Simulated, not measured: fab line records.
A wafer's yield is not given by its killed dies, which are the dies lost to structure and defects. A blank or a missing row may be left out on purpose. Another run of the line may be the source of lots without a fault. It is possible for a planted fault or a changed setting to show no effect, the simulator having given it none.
Split-lot experiment || flow n5-finfet || 21 wafers read across 7 lots, on a route 1938 steps long

ON THE SPLIT
At N5_HKMG_FIN_ETCH_86 (etches SOC in N2/H2, stops on TiN, target depth 393.2 nm), the setting target-depth-a was moved away from the recipe's 3932 angstrom on 7 of the 21 wafers read, by -11.9% to +6.3%. The other wafers ran this setting at the recipe's value.

The reading comes from the split's own step.

THE READING
SOC_of_HKMG_FIN_COAT_85.thk-nm (the simulator's own value, which no gauge read), in nm, at N5_HKMG_FIN_ETCH_86 (etches SOC in N2/H2, stops on TiN, target depth 393.2 nm). No usual value for it is given in the file. Here, 14 wafers ran the recipe; their average is 18.4 nm with a standard deviation of 2 nm.

{"wafer": "L075.1", "tool, chamber at the split": "rie-diel-05, 0", "target-depth-a as run, angstrom": 3932, "against the recipe": "recipe", "SOC_of_HKMG_FIN_COAT_85.thk-nm, nm": 20.4, "against lot-mates on the recipe": "-"}
{"wafer": "L075.2", "tool, chamber at the split": "rie-diel-05, 3", "target-depth-a as run, angstrom": 3932, "against the recipe": "recipe", "SOC_of_HKMG_FIN_COAT_85.thk-nm, nm": 19.2, "against lot-mates on the recipe": "-"}
{"wafer": "L075.3", "tool, chamber at the split": "rie-diel-05, 2", "target-depth-a as run, angstrom": 3932, "against the recipe": "recipe", "SOC_of_HKMG_FIN_COAT_85.thk-nm, nm": 17.6, "against lot-mates on the recipe": "-"}
{"wafer": "L081.1", "tool, chamber at the split": "rie-diel-05, 3", "target-depth-a as run, angstrom": 3635, "against the recipe": "-7.6%", "SOC_of_HKMG_FIN_COAT_85.thk-nm, nm": 40.8, "against lot-mates on the recipe": "+23.0"}
{"wafer": "L081.2", "tool, chamber at the split": "rie-diel-05, 2", "target-depth-a as run, angstrom": 3932, "against the recipe": "recipe", "SOC_of_HKMG_FIN_COAT_85.thk-nm, nm": 17.8, "against lot-mates on the recipe": "-"}
{"wafer": "L081.5", "tool, chamber at the split": "rie-diel-05, 0", "target-depth-a as run, angstrom": 3635, "against the recipe": "-7.6%", "SOC_of_HKMG_FIN_COAT_85.thk-nm, nm": 41.8, "against lot-mates on the recipe": "+24.0"}
{"wafer": "L082.1", "tool, chamber at the split": "rie-diel-05, 3", "target-depth-a as run, angstrom": 3932, "against the recipe": "recipe", "SOC_of_HKMG_FIN_COAT_85.thk-nm, nm": 19.6, "against lot-mates on the recipe": "-"}
{"wafer": "L082.2", "tool, chamber at the split": "rie-diel-05, 2", "target-depth-a as run, angstrom": 3932, "against the recipe": "recipe", "SOC_of_HKMG_FIN_COAT_85.thk-nm, nm": 17.8, "against lot-mates on the recipe": "-"}
{"wafer": "L082.5", "tool, chamber at the split": "rie-diel-05, 3", "target-depth-a as run, angstrom": 3932, "against the recipe": "recipe", "SOC_of_HKMG_FIN_COAT_85.thk-nm, nm": 19.8, "against lot-mates on the recipe": "-"}
{"wafer": "L084.3", "tool, chamber at the split": "rie-diel-01, 2,0", "target-depth-a as run, angstrom": 4180, "against the recipe": "+6.3%", "SOC_of_HKMG_FIN_COAT_85.thk-nm, nm": 8.6, "against lot-mates on the recipe": -5.8}
{"wafer": "L084.5", "tool, chamber at the split": "rie-diel-01, 2,0", "target-depth-a as run, angstrom": 4180, "against the recipe": "+6.3%", "SOC_of_HKMG_FIN_COAT_85.thk-nm, nm": 8.6, "against lot-mates on the recipe": -5.8}
{"wafer": "L084.6", "tool, chamber at the split": "rie-diel-01, 2", "target-depth-a as run, angstrom": 3932, "against the recipe": "recipe", "SOC_of_HKMG_FIN_COAT_85.thk-nm, nm": 14.4, "against lot-mates on the recipe": "-"}
{"wafer": "L094.3", "tool, chamber at the split": "rie-diel-03, 2", "target-depth-a as run, angstrom": 3932, "against the recipe": "recipe", "SOC_of_HKMG_FIN_COAT_85.thk-nm, nm": 20, "against lot-mates on the recipe": "-"}
{"wafer": "L094.4", "tool, chamber at the split": "rie-diel-03, 3", "target-depth-a as run, angstrom": 3932, "against the recipe": "recipe", "SOC_of_HKMG_FIN_COAT_85.thk-nm, nm": 19.4, "against lot-mates on the recipe": "-"}
{"wafer": "L094.5", "tool, chamber at the split": "rie-diel-03, 2", "target-depth-a as run, angstrom": 3513, "against the recipe": "-10.7%", "SOC_of_HKMG_FIN_COAT_85.thk-nm, nm": 49.8, "against lot-mates on the recipe": "+30.1"}
{"wafer": "L096.2", "tool, chamber at the split": "rie-diel-03, 3", "target-depth-a as run, angstrom": 3932, "against the recipe": "recipe", "SOC_of_HKMG_FIN_COAT_85.thk-nm, nm": 20, "against lot-mates on the recipe": "-"}
{"wafer": "L096.3", "tool, chamber at the split": "rie-diel-03, 1", "target-depth-a as run, angstrom": 3932, "against the recipe": "recipe", "SOC_of_HKMG_FIN_COAT_85.thk-nm, nm": 16, "against lot-mates on the recipe": "-"}
{"wafer": "L096.4", "tool, chamber at the split": "rie-diel-03, 0", "target-depth-a as run, angstrom": 3932, "against the recipe": "recipe", "SOC_of_HKMG_FIN_COAT_85.thk-nm, nm": 21, "against lot-mates on the recipe": "-"}
{"wafer": "L097.3", "tool, chamber at the split": "rie-diel-01, 2", "target-depth-a as run, angstrom": 3932, "against the recipe": "recipe", "SOC_of_HKMG_FIN_COAT_85.thk-nm, nm": 15.2, "against lot-mates on the recipe": "-"}
{"wafer": "L097.5", "tool, chamber at the split": "rie-diel-01, 0", "target-depth-a as run, angstrom": 3464, "against the recipe": "-11.9%", "SOC_of_HKMG_FIN_COAT_85.thk-nm, nm": 49, "against lot-mates on the recipe": "+33.8"}
{"wafer": "L097.6", "tool, chamber at the split": "rie-diel-01, 3", "target-depth-a as run, angstrom": 3464, "against the recipe": "-11.9%", "SOC_of_HKMG_FIN_COAT_85.thk-nm, nm": 46.4, "against lot-mates on the recipe": "+31.2"}
Where a row lists several chambers, the file gives one row for several wafers and doesn't say which wafer went through which chamber.

THE FIT
A straight line over all 21 wafers: SOC_of_HKMG_FIN_COAT_85.thk-nm changes by -2.47 nm for each +1% of target-depth-a; r = -0.98; the points scatter about the line by 2.9 nm.
The same after taking each lot's own level away (the mean of its wafers on the recipe; 21 wafers): -2.46 nm for each +1%; r = -0.97; scatter 3.4 nm.
According to that fit, moving target-depth-a by its largest amount changes the reading by 29 nm.
Across the lots, their own levels run from 14.40 to 19.70 nm, a range of 2.7 times the standard deviation given above.
The two slopes are in agreement: the lot-to-lot level therefore moves the slope only a little.
Check: for one of the wafers moved furthest among these (-11.9%), held out of the fit, the line's prediction against its lot-mates is +30.3 nm. Against them it came out at +33.8 nm.

FURTHER SPLITS ON THESE WAFERS
Before the reading, these wafers also passed through other splits. Each is held against what the fit with the lots' levels taken away leaves over:
{"other split on the same wafers": "N5_WELL_APT_PEB_06 peb-time-s", "wafers away from the commonest value": 4, "r with SOC_of_HKMG_FIN_COAT_85.thk-nm (lot level and that fit taken away)": -0.14}
{"other split on the same wafers": "N5_WELL_APT_DESCUM_13 time-s", "wafers away from the commonest value": 6, "r with SOC_of_HKMG_FIN_COAT_85.thk-nm (lot level and that fit taken away)": "+0.15"}
{"other split on the same wafers": "N5_FIN_SAQP_MANDREL_ETCH_22 icp-w", "wafers away from the commonest value": 5, "r with SOC_of_HKMG_FIN_COAT_85.thk-nm (lot level and that fit taken away)": -0.13}
{"other split on the same wafers": "N5_FIN_CUT_CUT_ETCH_26 source-w", "wafers away from the commonest value": 4, "r with SOC_of_HKMG_FIN_COAT_85.thk-nm (lot level and that fit taken away)": -0.36}
{"other split on the same wafers": "N5_SD_EPI_N_PEB_07 peb-time-s", "wafers away from the commonest value": 6, "r with SOC_of_HKMG_FIN_COAT_85.thk-nm (lot level and that fit taken away)": -0.05}
{"other split on the same wafers": "N5_SD_EPI_P_PEB_07 peb-time-s", "wafers away from the commonest value": 3, "r with SOC_of_HKMG_FIN_COAT_85.thk-nm (lot level and that fit taken away)": -0.09}
{"other split on the same wafers": "N5_SD_EPI_P_DESCUM_14 time-s", "wafers away from the commonest value": 6, "r with SOC_of_HKMG_FIN_COAT_85.thk-nm (lot level and that fit taken away)": -0.33}
{"other split on the same wafers": "N5_SDB_COAT_04 spin-rpm", "wafers away from the commonest value": 5, "r with SOC_of_HKMG_FIN_COAT_85.thk-nm (lot level and that fit taken away)": -0.47}

THE FILE'S OWN FIT
SOC_of_HKMG_FIN_COAT_85.thk-nm changes by -2.62 nm for each +1% of target-depth-a, r = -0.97.
